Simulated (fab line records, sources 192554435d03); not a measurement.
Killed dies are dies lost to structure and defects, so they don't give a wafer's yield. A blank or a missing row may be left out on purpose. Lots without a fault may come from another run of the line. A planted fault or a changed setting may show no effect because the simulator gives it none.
fab line records | flow n5_finfet
record lots=11 wafers=31 last_day=18
route steps=1938 shown DUMMY_GATE@236 SPACER0@258 BEOL_M4@1111 PASSIVATION@1936
lots that met no fault: from a run of the same line without faults
start_h: hours from the record's first day to the start of the lot's first wafer shown | wait_h: hours since the lot's step before | " the same as in the row above | L1.1+2: a row that stands for several wafers | - no value, or no start given | * or withheld: withheld | < > ~ a bound
route shown NAME@n: a module of which the file shows steps, and the number in the route of the first | usual: mean/standard deviation of fault-free wafers | same: alike in all rows | chamber/n: place in a boat | sites: the reading at each site | _std_site: their standard deviation | _edge_site: outer sites' mean less inner sites' | radius_mm: how far each site lies from the wafer's centre | mask NAME#n: copy n | behind: the tool/chamber that last shaped the wafer | hold: why the lot was held/for how many hours/how that ended | device: the transistor (n, p or np) that didn't switch | end of line: the same wafers' tests at the end of the route | a step without rows: its recipe alone | killed: dies lost to structure and defects at the first sort, not the wafer's yield | map: a wafer's dies, x killed, . not, _ none there
set.NAME: the setting as run; set.NAME@STEP: as run at that earlier step | model.NAME: the simulator's own value behind a step, which no gauge read
steps of the route over a sample of lots; a table a step, a row a wafer
services: from which hour (start_h, from the record's first day; less than 0 if before it) a tool's chamber was out of use, for how many hours, and why
## steps
# step N5_DUMMY_GATE_ETCH_36
# recipe chemistry=CF4 target=SiARC target_depth_a=130 pressure_mtorr=40 source_w=545 bias_w=36 Ar_flow_sccm=100 cf4_flow_sccm=100 ion_energy_ev=80
# usual drypump_motor_current_A=5.81/0.3 oes_product_au=0.79/0.079 rf_vpp_V=183.6/1.1 showerhead_plenum_p_Torr=2.11/0.056 throttle_valve_pct=15.66/0.19
# columns lot.wafer tool chamber start_h wait_h drypump_motor_current_A oes_product_au rf_hours_counter_h rf_vpp_V showerhead_plenum_p_Torr throttle_valve_pct
L130.3 rie_diel-06 1 54.12 0.0 5.61 0.79 129 182.4 2.06 15.55
L130.4 " 1 " " 5.62 0.78 - 184.0 2.06 15.55
L130.6 " 3 " " 5.86 0.83 - 183.1 2.07 15.46
L131.1 rie_diel-06 2 59.34 0.0 5.34 0.73 221 183.1 2.05 15.94
L131.2 " 1 " " 5.65 0.79 131 183.3 2.06 15.57
L131.6 " 0 " " 5.57 0.96 - 184.7 2.10 15.20
L134.1 rie_diel-06 3 76.46 0.0 5.87 0.82 111 183.0 2.06 15.46
L134.6 " 1 " " 5.64 0.78 - 184.3 2.06 15.58
L135.1 rie_diel-03 0 81.67 0.0 6.43 0.67 240 184.2 2.10 15.79
L135.6 " 2 " " 6.04 0.73 - 182.8 2.06 15.59
L144.1 rie_diel-05 2 135.71 0.0 5.34 0.70 183 184.1 2.15 15.80
L144.2 " 0 " " 5.47 1.02 1 183.8 2.19 15.78
L144.6 " 3 " " 5.93 0.82 - 185.4 2.19 15.77
L145.1 rie_diel-03 1 143.50 0.0 5.97 0.80 129 182.6 2.16 15.66
L145.2 " 3 " " 5.70 0.77 159 184.6 2.07 15.88
L145.4 " 2 " " 6.05 0.72 - 180.9 2.05 15.62
L148.1 rie_diel-06 2 160.02 0.0 5.32 0.70 249 184.3 2.05 16.01
L148.2 " 3 " " 5.87 0.81 132 184.4 2.06 15.50
L148.5 " 1 " " 5.63 0.77 - 182.8 2.05 15.64
L149.1 rie_diel-03 2 166.35 0.0 6.05 0.72 196 183.4 2.05 15.64
L149.3 " 1 " " 5.97 0.81 135 184.8 2.16 15.68
L149.5 " 3 " " 5.70 0.76 - 183.0 2.06 15.89
L150.4 rie_diel-06 2 175.19 0.0 5.34 0.71 - 183.3 2.04 16.02
L150.5 " 1 " " 5.63 0.77 - 182.6 2.05 15.63
L150.6 " 0 " " 5.56 0.88 - 184.4 2.09 15.27
L151.3 rie_diel-03 3 177.61 0.0 5.69 0.76 170 180.4 2.06 15.90
L151.5 " 0 " " 6.40 0.92 - 183.5 2.09 15.34
L151.6 " 3 " " 5.70 0.76 - 183.1 2.06 15.90
L152.2 rie_diel-05 1 187.11 0.0 5.75 0.76 161 186.5 2.23 15.63
L152.3 " 0 " " 5.48 0.97 15 183.4 2.19 15.82
L152.5 " 2 " " 5.34 0.69 - 182.5 2.15 15.83
# step N5_DUMMY_GATE_STRIP_48
# recipe chemistry=N2/H2 time_s=20 power_w=100 temp_c=40 pressure_mtorr=100 rf_frequency_hz=6e+07 bias_power_w=3 n2_flow_sccm=300 h2_flow_sccm=300
# usual drypump_motor_current_A=5.78/0.29 oes_product_au=0.78/0.075 rf_vpp_V=45.2/0.87 showerhead_plenum_p_Torr=3.33/0.098 throttle_valve_pct=12.25/0.22
# columns lot.wafer tool chamber start_h wait_h drypump_motor_current_A oes_product_au rf_hours_counter_h rf_vpp_V showerhead_plenum_p_Torr throttle_valve_pct
L130.3 rie_diel-03 2 54.99 0.0 6.07 0.72 160 44.6 3.24 12.08
L130.4 " 1 " " 5.97 0.80 101 44.6 3.42 12.23
L130.6 " 2 " " 6.05 0.72 - 45.8 3.24 12.08
L131.1 rie_diel-03 1 60.41 0.0 5.94 0.80 102 43.8 3.42 12.24
L131.2 " 3 " " 5.72 0.78 132 45.6 3.27 12.36
L131.6 " 3 " " 5.72 0.79 - 46.6 3.27 12.37
L134.1 rie_diel-03 3 77.52 0.0 5.70 0.79 137 45.6 3.27 12.40
L134.6 " 3 " " 5.72 0.79 - 44.7 3.27 12.40
L135.1 rie_diel-03 0 82.53 0.0 6.42 0.67 240 45.3 3.31 12.44
L135.6 " 3 " " 5.72 0.78 - 44.0 3.27 12.38
L144.1 rie_diel-05 0 136.63 0.0 5.54 1.02 1 45.6 3.48 12.25
L144.2 " 1 " " 5.74 0.75 148 44.7 3.52 12.13
L144.6 " 1 " " 5.79 0.74 - 46.4 3.52 12.12
L145.1 rie_diel-03 1 144.36 0.0 5.97 0.78 129 45.3 3.40 12.35
L145.2 " 2 " " 6.05 0.70 188 45.7 3.23 12.16
L145.4 " 2 " " 6.06 0.70 - 44.9 3.23 12.17
L148.1 rie_diel-05 3 160.93 0.0 5.96 0.84 61 44.9 3.45 12.37
L148.2 " 2 " " 5.35 0.74 188 45.8 3.31 12.16
L148.5 " 0 " " 5.52 1.00 - 46.3 3.47 12.28
L149.1 rie_diel-06 1 167.24 0.0 5.65 0.76 162 43.4 3.26 12.35
L149.3 " 2 " " 5.34 0.68 250 45.7 3.23 12.69
L149.5 " 0 " " 5.59 0.88 - 46.3 3.30 11.90
L150.4 rie_diel-06 1 176.09 0.0 5.67 0.76 - 45.0 3.26 12.36
L150.5 " 2 " " 5.34 0.68 - 45.4 3.22 12.69
L150.6 " 0 " " 5.59 0.86 - 44.0 3.30 11.90
L151.3 rie_diel-06 0 178.52 0.0 5.58 0.87 35 45.4 3.30 11.89
L151.5 " 0 " " 5.58 0.88 - 44.1 3.30 11.93
L151.6 " 1 " " 5.63 0.76 - 46.1 3.26 12.37
L152.2 rie_diel-03 2 187.97 0.0 6.05 0.69 202 45.4 3.22 12.20
L152.3 " 3 " " 5.72 0.76 173 45.7 3.25 12.47
L152.5 " 0 " " 6.43 0.91 - 45.7 3.30 11.88
# step N5_SPACER0_ALD_07
# recipe material=SiNx target_thk_a=20 temp_c=400 ald_precursor_family=SiH2I2 ald_co_reactant=N2/H2-plasma pressure_torr=2
# usual chamber_pressure_Torr=1.999/0.0043 heater_power_outer_w=509/55 heater_power_w=848/65
# columns lot.wafer tool chamber start_h wait_h chamber_pressure_Torr heater_power_outer_w heater_power_w
L130.3 ald_sin-02 3 55.22 0.0 1.994 560 895
L130.4 " 0 " " 1.999 470 780
L130.6 " 2 " " 2.004 405 762
L131.1 ald_sin-02 2 61.52 0.9 1.997 397 748
L131.2 " 3 " " 2.008 553 904
L131.6 " 0 " " 2.004 475 777
L134.1 ald_sin-03 1 77.78 0.0 2.008 614 973
L134.6 " 0 " " 2.001 589 899
L135.1 ald_sin-03 2 83.24 0.5 1.990 530 935
L135.6 " 2 " " 1.993 540 885
L144.1 ald_sin-04 2 136.87 0.0 2.002 478 745
L144.2 " 0 " " 1.997 483 824
L144.6 " 0 " " 1.996 474 807
L145.1 ald_sin-04 3 144.59 0.0 1.993 532 863
L145.2 " 0 " " 2.000 483 824
L145.4 " 0 " " 1.993 491 805
L148.1 ald_sin-02 3 161.56 0.4 1.994 551 904
L148.2 " 2 " " 1.997 412 762
L148.5 " 2 " " 1.993 405 780
L149.1 ald_sin-02 3 167.47 0.0 2.009 557 918
L149.3 " 0 " " 2.003 475 777
L149.5 " 1 " " 2.003 539 900
L150.4 ald_sin-04 0 176.36 0.1 2.001 472 800
L150.5 " 2 " " 1.999 470 758
L150.6 " 3 " " 1.998 526 855
L151.3 ald_sin-04 0 178.74 0.0 2.006 467 809
L151.5 " 2 " " 2.001 476 780
L151.6 " 0 " " 2.002 479 834
L152.2 ald_sin-02 1 188.47 0.3 2.002 534 919
L152.3 " 3 " " 1.999 566 912
L152.5 " 1 " " 2.004 530 888
# step N5_SPACER0_ALD_00
# recipe material=SiOCN target_thk_a=35 temp_c=400 ald_precursor_family=alkyl-aminosilane ald_co_reactant=O2/N2-plasma pulse_time_s=3 purge_time_s=2 co_reactant_purge_time_s=2 ald_cycles=58 pressure_torr=2
# usual ald_cycles=58/0 chamber_pressure_Torr=2.000/0.0046 heater_power_outer_w=508/55 heater_power_w=849/67 precursor_pulse_height_rel=1.000/0.02
# columns lot.wafer tool chamber start_h wait_h ald_cycles chamber_pressure_Torr heater_power_outer_w heater_power_w precursor_pulse_height_rel
L130.3 ald_sin-02 3 55.37 0.1 58 1.997 557 919 1.026
L130.4 " 0 " " 58 1.998 487 792 0.975
L130.6 " 2 " " 58 2.000 405 779 1.011
L131.1 ald_sin-02 2 61.67 0.1 58 2.003 417 770 0.983
L131.2 " 3 " " 58 1.996 563 894 1.014
L131.6 " 0 " " 58 1.996 460 775 1.016
L134.1 ald_sin-03 1 77.93 0.1 58 2.003 613 987 1.024
L134.6 " 0 " " 58 2.003 587 939 0.954
L135.1 ald_sin-03 2 83.40 0.1 58 1.998 545 925 0.992
L135.6 " 2 " " 58 2.000 540 919 0.978
L144.1 ald_sin-04 2 137.02 0.1 - - - - -
L144.2 " 0 " " - - - - -
L144.6 " 0 " " - - - - -
L145.1 ald_sin-04 3 144.74 0.1 - - - - -
L145.2 " 0 " " - - - - -
L145.4 " 0 " " - - - - -
L148.1 ald_sin-02 3 161.71 0.1 58 1.996 559 905 0.997
L148.2 " 2 " " 58 2.000 412 763 0.979
L148.5 " 2 " " 58 2.002 410 765 1.002
L149.1 ald_sin-02 3 167.62 0.1 58 1.998 551 895 0.998
L149.3 " 0 " " 58 2.006 468 783 0.997
L149.5 " 1 " " 58 1.996 545 857 1.020
L150.4 ald_sin-04 0 176.56 0.1 58 2.003 483 813 1.026
L150.5 " 2 " " 58 2.003 472 770 0.999
L150.6 " 3 " " 58 2.003 529 881 0.988
L151.3 ald_sin-04 0 178.89 0.1 58 1.999 471 821 1.013
L151.5 " 2 " " 58 2.000 480 774 1.018
L151.6 " 0 " " 58 1.992 470 836 1.026
L152.2 ald_sin-02 1 188.63 0.1 58 2.005 542 918 1.022
L152.3 " 3 " " 58 2.000 553 890 0.996
L152.5 " 1 " " 58 2.006 535 898 1.010
# step N5_BEOL_M4_RC_MEAS_101
# usual DIBL_N=35.8/2.2 DIBL_P=35.3/2.7 IOFF_N=0.16/0.043 IOFF_P=0.21/0.043 ION_N=676/15 ION_P=463/9.1 SS_N=71.4/0.77 SS_P=73.0/0.79 VT_N=250/4 VT_P=-249.8/2.8
# columns lot.wafer tool chamber start_h wait_h DIBL_N[mV/V] DIBL_P[mV/V] IOFF_N[nA/um] IOFF_P[nA/um] ION_N[uA/um] ION_P[uA/um] SS_N[mV/dec] SS_P[mV/dec] VT_N[mV] VT_P[mV]
L130.3 prober-01 0 185.57 0.3 33.6 32.6 0.11 0.16 674 460 70.4 72.6 254 -251.9
L130.4 " 0 " " 35.9 34.8 0.14 0.20 674 461 71.5 72.8 252 -248.7
L130.6 " 0 " " 35.9 34.9 0.14 0.20 691 472 71.7 73.2 251 -249.1
L131.1 prober-02 0 193.49 0.0 29.6 29.3 0.08 0.13 641 453 70.4 72.0 259 -254.3
L131.2 " 0 " " 38.5 39.2 0.23 0.27 693 474 71.8 74.0 244 -245.1
L131.6 " 0 " " 38.8 39.7 0.24 0.27 691 465 72.6 74.1 245 -245.0
L135.1 prober-01 0 212.31 0.0 35.9 37.5 0.16 0.20 672 460 71.6 73.0 249 -250.0
L135.6 " 0 " " 36.5 38.6 0.16 0.23 661 454 71.9 73.5 250 -248.3
L134.1 prober-02 0 216.24 0.0 37.4 36.2 0.17 0.24 681 474 71.5 73.3 251 -248.1
L134.6 " 0 " " 38.7 38.2 0.19 0.28 695 475 72.6 73.8 247 -247.4
L148.1 prober-01 0 294.15 0.0 33.9 34.6 0.12 0.18 672 462 71.1 72.8 251 -249.1
L148.2 " 0 " " 36.2 37.2 0.16 0.22 685 471 72.0 73.3 247 -249.4
L148.5 " 0 " " 34.3 35.1 0.13 0.19 685 471 70.7 72.5 251 -250.4
L149.1 prober-01 0 309.86 0.0 34.8 32.2 0.11 0.18 671 458 71.5 72.6 254 -251.6
L149.3 " 0 " " 34.6 30.8 0.10 0.16 649 457 71.3 72.3 258 -251.8
L149.5 " 0 " " 37.2 34.4 0.14 0.21 669 468 71.7 73.1 252 -248.4
L150.4 prober-02 0 310.06 0.5 33.6 33.1 0.12 0.17 673 463 70.5 72.1 251 -255.0
L150.5 " 0 " " 34.4 32.8 0.14 0.16 679 453 71.0 72.0 252 -253.8
L150.6 " 0 " " 37.1 36.3 0.17 0.21 673 449 72.3 73.5 250 -249.5
L151.3 prober-01 0 314.68 0.3 35.3 33.6 0.14 0.21 667 466 71.1 72.9 249 -250.5
L151.5 " 0 " " 35.0 31.5 0.12 0.16 660 459 71.0 72.0 254 -252.2
L151.6 " 0 " " 35.3 33.0 0.14 0.18 682 466 71.3 72.1 251 -250.8
L152.2 prober-02 0 316.96 0.2 32.9 32.4 0.11 0.15 637 436 70.9 71.5 255 -254.5
L152.3 " 0 " " 33.3 34.0 0.13 0.18 674 458 71.1 72.9 248 -248.6
L152.5 " 0 " " 36.5 36.4 0.17 0.21 658 450 72.3 73.1 249 -250.6
# step N5_PASSIVATION_PROBE_49
# usual killed_at_M0_to_M3=34/11 killed_at_M4_up=14/5.6 killed_at_contacts=13/5.9 killed_at_front_end=40/11 killed_at_other=4/3.1 killed_dies=105/16 killed_on_rim=14/4.2 killed_open=68/11 killed_short=34/8.4
# same gross_dies=1180 killed_at_back_side=0
# columns lot.wafer tool chamber start_h wait_h killed_at_M0_to_M3 killed_at_M4_up killed_at_contacts killed_at_front_end killed_at_other killed_dies killed_on_rim killed_open killed_short
L131.1 prober-02 - 295.38 0.0 35 10 23 44 2 114 11 70 44
L131.2 prober-02 - 295.43 0.1 22 8 10 42 7 89 17 49 39
L131.6 prober-02 - 295.63 0.3 46 10 5 38 1 100 14 64 36
L130.3 prober-01 - 297.44 0.1 28 16 17 36 1 98 13 67 30
L130.4 prober-01 - 297.49 0.2 56 20 15 40 2 133 18 87 38
L130.6 prober-01 - 297.59 0.3 36 22 26 50 7 141 24 98 39
L135.1 prober-01 - 317.45 0.0 38 10 7 40 6 101 10 67 34
L135.6 prober-01 - 317.70 0.3 25 10 13 50 2 100 12 56 41
L134.1 prober-01 - 325.12 0.0 30 9 22 42 1 104 16 77 27
L134.6 prober-01 - 325.37 0.3 27 12 6 42 4 91 10 69 20
L144.1 prober-02 - 381.47 0.0 41 16 15 1107 1 1180 152 57 38
L144.2 prober-02 - 381.52 0.1 25 7 2 1144 2 1180 152 64 26
L144.6 prober-02 - 381.72 0.3 42 10 12 1115 1 1180 152 73 32
L145.1 prober-02 - 394.15 0.0 18 9 20 1133 0 1180 152 58 46
L145.2 prober-02 - 394.20 0.1 34 11 20 1111 4 1180 152 77 30
L145.4 prober-02 - 394.30 0.2 24 12 6 1137 1 1180 152 68 25
L148.1 prober-02 - 412.78 0.0 39 16 8 28 1 92 9 58 34
L148.2 prober-02 - 412.83 0.1 39 15 16 39 1 110 16 72 37
L148.5 prober-02 - 412.98 0.2 48 12 17 38 0 115 13 85 29
L149.1 prober-02 - 429.63 1.2 27 10 8 63 2 110 18 65 45
L149.3 prober-02 - 429.73 1.3 32 12 11 28 2 85 12 57 26
L149.5 prober-02 - 429.83 1.4 26 21 11 43 5 106 15 65 39
L150.4 prober-02 - 430.08 1.6 26 21 23 50 2 122 14 86 36
L150.5 prober-02 - 430.13 1.6 42 19 11 23 2 97 14 73 24
L150.6 prober-02 - 430.18 1.7 30 31 7 40 6 114 18 85 27
L151.3 prober-01 - 442.74 0.1 22 6 22 50 9 109 17 76 26
L151.5 prober-01 - 442.84 0.2 29 14 12 42 5 102 14 72 28
L151.6 prober-01 - 442.89 0.3 33 8 18 50 9 118 16 80 32
L152.2 prober-02 - 442.85 0.1 27 25 17 69 6 144 19 96 48
L152.3 prober-02 - 442.90 0.1 30 27 12 40 4 113 18 74 39
L152.5 prober-02 - 443.00 0.2 20 25 9 45 1 100 12 70 29
# killed by level:class
L131.1 MOL_CONTACT_COAG:geometric_particle:open=21 FIN_SAQP:geometric_particle:open=12 BEOL_M0_SAQP:geometric_particle:open=10 BEOL_M0_SAQP:geometric_particle:short=9 GATE_CUT:geometric_particle:short=8 BEOL_M2:geometric_particle:open=5 FIN_SAQP:geometric_particle:short=4 BEOL_M5:geometric_particle:open=4
L131.2 FIN_SAQP:geometric_particle:short=10 GATE_CUT:geometric_particle:short=7 MOL_CONTACT_COAG:geometric_particle:open=6 BEOL_M2:geometric_particle:open=6 FIN_SAQP:geometric_particle:open=5 FIN_CUT:geometric_particle:short=4 DUMMY_GATE:geometric_particle:open=4 MOL_CONTACT_COAG:geometric_particle:short=4
L131.6 BEOL_M0_SAQP:geometric_particle:open=19 STI_FIN_REVEAL:geometric_particle:open=14 BEOL_M0_SAQP:geometric_particle:short=10 BEOL_M2:geometric_particle:open=7 GATE_CUT:geometric_particle:short=5 BEOL_M2:geometric_particle:short=5 FIN_SAQP:geometric_particle:open=4 STARTING-WAFER:geometric_particle:open=4
L130.3 MOL_CONTACT_COAG:geometric_particle:open=14 BEOL_M3:geometric_particle:open=14 BEOL_M4:geometric_particle:open=10 FIN_SAQP:geometric_particle:short=8 STI_FIN_REVEAL:geometric_particle:open=6 BEOL_M0_SAQP:geometric_particle:short=6 GATE_CUT:geometric_particle:short=5 GATE_CUT:geometric_particle:open=4
L130.4 BEOL_M3:geometric_particle:open=19 MOL_CONTACT_COAG:geometric_particle:open=14 BEOL_M2:geometric_particle:open=10 FIN_SAQP:geometric_particle:short=8 BEOL_M4:geometric_particle:open=8 HKMG_FIN:area_etch=7 FIN_SAQP:geometric_particle:open=6 STI_FIN_REVEAL:geometric_particle:open=5
L130.6 MOL_CONTACT_COAG:geometric_particle:open=20 STI_FIN_REVEAL:geometric_particle:open=18 BEOL_M4:geometric_particle:open=13 BEOL_M2:geometric_particle:open=10 BEOL_M3:geometric_particle:open=7 GATE_CUT:geometric_particle:short=6 MOL_CONTACT_COAG:geometric_particle:short=6 STARTING-WAFER:geometric_particle:short=6
L135.1 FIN_SAQP:geometric_particle:open=14 BEOL_M1:geometric_particle:open=11 BEOL_M4:geometric_particle:open=9 FIN_SAQP:geometric_particle:short=8 MOL_CONTACT_COAG:geometric_particle:open=6 BEOL_M0_SAQP:geometric_particle:short=5 BEOL_M0_SAQP:geometric_particle:open=5 BEOL_M1:geometric_particle:short=4
L135.6 FIN_SAQP:geometric_particle:short=19 FIN_SAQP:geometric_particle:open=13 MOL_CONTACT_COAG:geometric_particle:open=10 BEOL_M0:geometric_particle:open=6 BEOL_M4:geometric_particle:open=6 GATE_CUT:geometric_particle:short=4 BEOL_M0_SAQP:geometric_particle:short=4 BEOL_M0_SAQP:geometric_particle:open=4
L134.1 MOL_CONTACT_COAG:geometric_particle:open=18 BEOL_M3:geometric_particle:open=12 FIN_SAQP:geometric_particle:open=11 STI_FIN_REVEAL:geometric_particle:open=9 BEOL_M0_SAQP:geometric_particle:short=6 FIN_SAQP:geometric_particle:short=5 BEOL_M0_SAQP:geometric_particle:open=5 DUMMY_GATE:geometric_particle:open=4
L134.6 FIN_SAQP:geometric_particle:open=13 STI_FIN_REVEAL:geometric_particle:open=12 BEOL_M2:geometric_particle:open=11 BEOL_M0_SAQP:geometric_particle:open=7 FIN_SAQP:geometric_particle:short=6 MOL_CONTACT_COAG:geometric_particle:open=6 BEOL_M0_SAQP:geometric_particle:short=6 BEOL_M7:geometric_particle:open=4
L144.1 SPACER0:area_ald=1083 BEOL_M2:geometric_particle:open=10 MOL_CONTACT_COAG:geometric_particle:open=10 BEOL_M0_SAQP:geometric_particle:open=7 BEOL_M4:geometric_particle:open=7 BEOL_M0_SAQP:geometric_particle:short=6 MOL_CONTACT_COAG:geometric_particle:short=5 DUMMY_GATE:geometric_particle:open=4
L144.2 SPACER0:area_ald=1090 STI_FIN_REVEAL:geometric_particle:open=20 FIN_SAQP:geometric_particle:open=9 GATE_CUT:geometric_particle:short=9 BEOL_M2:geometric_particle:open=7 GATE_CUT:geometric_particle:open=5 BEOL_M2:geometric_particle:short=4 DUMMY_GATE:geometric_particle:open=3
L144.6 SPACER0:area_ald=1075 STI_FIN_REVEAL:geometric_particle:open=17 MOL_CONTACT_COAG:geometric_particle:open=11 BEOL_M0_SAQP:geometric_particle:short=10 BEOL_M0_SAQP:geometric_particle:open=8 BEOL_M1:geometric_particle:open=7 BEOL_M4:geometric_particle:open=6 BEOL_M2:geometric_particle:open=5
L145.1 SPACER0:area_ald=1076 MOL_CONTACT_COAG:geometric_particle:open=15 GATE_CUT:geometric_particle:short=14 FIN_SAQP:geometric_particle:short=11 FIN_SAQP:geometric_particle:open=9 STI_FIN_REVEAL:geometric_particle:open=9 BEOL_M0_SAQP:geometric_particle:open=6 DUMMY_GATE:geometric_particle:open=5
L145.2 SPACER0:area_ald=1073 MOL_CONTACT_COAG:geometric_particle:open=18 STI_FIN_REVEAL:geometric_particle:open=11 BEOL_M3:geometric_particle:open=9 FIN_SAQP:geometric_particle:open=7 BEOL_M1:geometric_particle:open=7 FIN_SAQP:geometric_particle:short=6 BEOL_M0_SAQP:geometric_particle:short=5
L145.4 SPACER0:area_ald=1086 STI_FIN_REVEAL:geometric_particle:open=12 FIN_SAQP:geometric_particle:open=11 FIN_SAQP:geometric_particle:short=6 MOL_CONTACT_COAG:geometric_particle:open=6 BEOL_M1:geometric_particle:open=6 ILD0:geometric_particle:open=5 BEOL_M3:geometric_particle:open=4
L148.1 BEOL_M0_SAQP:geometric_particle:short=11 BEOL_M2:geometric_particle:open=10 BEOL_M0_SAQP:geometric_particle:open=8 BEOL_M5:geometric_particle:open=6 DUMMY_GATE:geometric_particle:open=5 MOL_CONTACT_COAG:geometric_particle:open=5 BEOL_M3:geometric_particle:open=5 BEOL_M4:geometric_particle:open=5
L148.2 FIN_SAQP:geometric_particle:short=16 MOL_CONTACT_COAG:geometric_particle:open=10 BEOL_M2:geometric_particle:open=10 BEOL_M0_SAQP:geometric_particle:open=8 STI_FIN_REVEAL:geometric_particle:open=6 MOL_CONTACT_COAG:geometric_particle:short=6 BEOL_M3:geometric_particle:open=6 FIN_SAQP:geometric_particle:open=5
L148.5 BEOL_M0_SAQP:geometric_particle:open=25 MOL_CONTACT_COAG:geometric_particle:open=15 FIN_SAQP:geometric_particle:open=9 DUMMY_GATE:geometric_particle:open=6 BEOL_M0_SAQP:geometric_particle:short=5 BEOL_M1:geometric_particle:open=5 BEOL_M3:geometric_particle:open=5 BEOL_M4:geometric_particle:open=5
L149.1 FIN_SAQP:geometric_particle:open=19 FIN_SAQP:geometric_particle:short=15 DUMMY_GATE:geometric_particle:open=7 BEOL_M0_SAQP:geometric_particle:open=7 MOL_CONTACT_COAG:geometric_particle:short=6 BEOL_M2:geometric_particle:open=6 STI_FIN_REVEAL:geometric_particle:open=5 GATE_CUT:geometric_particle:short=4
L149.3 BEOL_M0_SAQP:geometric_particle:open=9 BEOL_M3:geometric_particle:open=7 BEOL_M2:geometric_particle:open=6 MOL_CONTACT_COAG:geometric_particle:open=5 BEOL_M0_SAQP:geometric_particle:short=5 FIN_SAQP:geometric_particle:open=4 MOL_CONTACT_COAG:geometric_particle:short=4 STI_FIN_REVEAL:geometric_particle:open=4
L149.5 DUMMY_GATE:geometric_particle:open=10 FIN_SAQP:geometric_particle:short=8 MOL_CONTACT_COAG:geometric_particle:open=8 BEOL_M0_SAQP:geometric_particle:short=6 BEOL_M4:geometric_particle:open=6 BEOL_M1:geometric_particle:open=5 BEOL_M1:geometric_particle:short=5 BEOL_M5:geometric_particle:open=5
L150.4 MOL_CONTACT_COAG:geometric_particle:open=16 FIN_SAQP:geometric_particle:open=13 STI_FIN_REVEAL:geometric_particle:open=11 BEOL_M4:geometric_particle:open=11 BEOL_M0_SAQP:geometric_particle:open=9 MOL_CONTACT_COAG:geometric_particle:short=7 GATE_CUT:geometric_particle:open=5 BEOL_M0_SAQP:geometric_particle:short=5
L150.5 BEOL_M3:geometric_particle:open=12 FIN_SAQP:geometric_particle:open=9 BEOL_M0_SAQP:geometric_particle:open=9 MOL_CONTACT_COAG:geometric_particle:open=8 BEOL_M0_SAQP:geometric_particle:short=7 BEOL_M2:geometric_particle:open=6 BEOL_M4:geometric_particle:open=6 BEOL_M1:geometric_particle:open=4
L150.6 BEOL_M4:geometric_particle:open=18 STI_FIN_REVEAL:geometric_particle:open=18 BEOL_M3:geometric_particle:open=7 MOL_CONTACT_COAG:geometric_particle:open=6 BEOL_M0_SAQP:geometric_particle:short=6 FIN_SAQP:geometric_particle:open=5 ILD0:geometric_particle:open=5 BEOL_M5:geometric_particle:open=5
L151.3 MOL_CONTACT_COAG:geometric_particle:open=18 STI_FIN_REVEAL:geometric_particle:open=13 FIN_SAQP:geometric_particle:open=8 BEOL_M2:geometric_particle:open=7 STI_FIN_REVEAL:geometric_particle:short=6 DUMMY_GATE:geometric_particle:open=6 FIN_SAQP:geometric_particle:short=5 HKMG_FIN:area_etch=5
L151.5 STI_FIN_REVEAL:geometric_particle:open=14 BEOL_M4:geometric_particle:open=11 MOL_CONTACT_COAG:geometric_particle:open=11 FIN_SAQP:geometric_particle:short=8 BEOL_M2:geometric_particle:open=8 BEOL_M0_SAQP:geometric_particle:short=6 ILD0:geometric_particle:short=4 BEOL_M1:geometric_particle:open=4
L152.2 FIN_SAQP:geometric_particle:open=27 FIN_SAQP:geometric_particle:short=25 BEOL_M4:geometric_particle:open=16 MOL_CONTACT_COAG:geometric_particle:open=13 BEOL_M2:geometric_particle:open=10 BEOL_M0_SAQP:geometric_particle:open=6 MOL_CONTACT_COAG:geometric_particle:short=4 BEOL_M5:geometric_particle:open=4
L151.6 STI_FIN_REVEAL:geometric_particle:open=14 MOL_CONTACT_COAG:geometric_particle:open=11 DUMMY_GATE:geometric_particle:open=7 MOL_CONTACT_COAG:geometric_particle:short=7 BEOL_M0_SAQP:geometric_particle:open=7 BEOL_M2:geometric_particle:open=7 BEOL_M1:geometric_particle:open=6 HKMG_FIN:area_etch=6
L152.3 FIN_SAQP:geometric_particle:short=17 MOL_CONTACT_COAG:geometric_particle:open=11 BEOL_M4:geometric_particle:open=11 FIN_SAQP:geometric_particle:open=9 BEOL_M3:geometric_particle:open=8 BEOL_M0_SAQP:geometric_particle:open=6 BEOL_M0_SAQP:geometric_particle:short=5 BEOL_M5:geometric_particle:open=5
L152.5 FIN_SAQP:geometric_particle:open=14 BEOL_M4:geometric_particle:open=14 FIN_SAQP:geometric_particle:short=12 BEOL_M3:geometric_particle:open=9 MOL_CONTACT_COAG:geometric_particle:open=8 STI_FIN_REVEAL:geometric_particle:open=6 DUMMY_GATE:geometric_particle:open=4 BEOL_M5:geometric_particle:open=4
## services
# columns tool chamber start_h hours kind
ald_sin-03 - 36.62 1.1 repair
rie_diel-06 2 42.27 12.2 repair
rie_diel-05 2 75.18 5.8 repair
ald_sin-03 - 75.91 1.0 repair
ald_sin-04 - 85.25 14.0 pm
ald_sin-04 0 85.25 14.0 vent_cycle
ald_sin-04 1 85.25 14.0 vent_cycle
ald_sin-04 2 85.25 14.0 vent_cycle
ald_sin-04 3 85.25 14.0 vent_cycle
rie_diel-05 0 87.02 11.6 repair
rie_diel-06 - 90.88 0.7 repair
ald_sin-02 0 95.73 15.3 repair
ald_sin-04 0 99.25 - clean
ald_sin-04 1 99.25 - clean
rie_diel-03 0 116.90 - clean
rie_diel-03 0 116.90 - consumable_replace:esc
rie_diel-03 0 116.90 - consumable_replace:focus_ring
rie_diel-03 0 116.90 35.8 scheduled_down
rie_diel-03 0 116.90 35.8 vent_cycle
rie_diel-03 1 154.43 5.8 repair
ald_sin-04 - 155.76 12.3 repair
rie_diel-06 3 165.87 11.5 repair
ald_sin-03 - 178.85 14.0 pm
rie_diel-06 2 182.28 6.3 repair
## key
first_sign step=N5_SPACER0_ALD_00 reading=tool_record direction=missing
effect step=N5_PASSIVATION_PROBE_49 reading=killed_at_front_end direction=up sigmas=98 usual=40 struck=1124
more_kills_born_at N5_SPACER0_ALD_00@ald_sin-04=6483
met_at N5_SPACER0_ALD_00
struck_lots L144,L145
later_rows_left_out L144.1,L144.2,L144.6,L145.1,L145.2,L145.4
tester_left_out L144,L145
not_acting_at N5_DUMMY_GATE_ETCH_36,N5_DUMMY_GATE_STRIP_48,N5_SPACER0_ALD_07
fault kind=skipped_step_whole tool=ald_sin-04 chamber=- onset_h=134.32 steps=N5_SPACER0_ALD_00 scope=struck_lots_only
# tester_left_out: of these lots the tester's yield and bins aren't shown, on N5 and GAA mostly nor the transistor test; their killed dies are dies lost to structure and defects alone, not to doping, threshold or leakage, so they don't give the yield
# later_rows_left_out: the simulator's readings of these wafers behind a module that went badly wrong aren't trusted and aren't shown, but for the sort
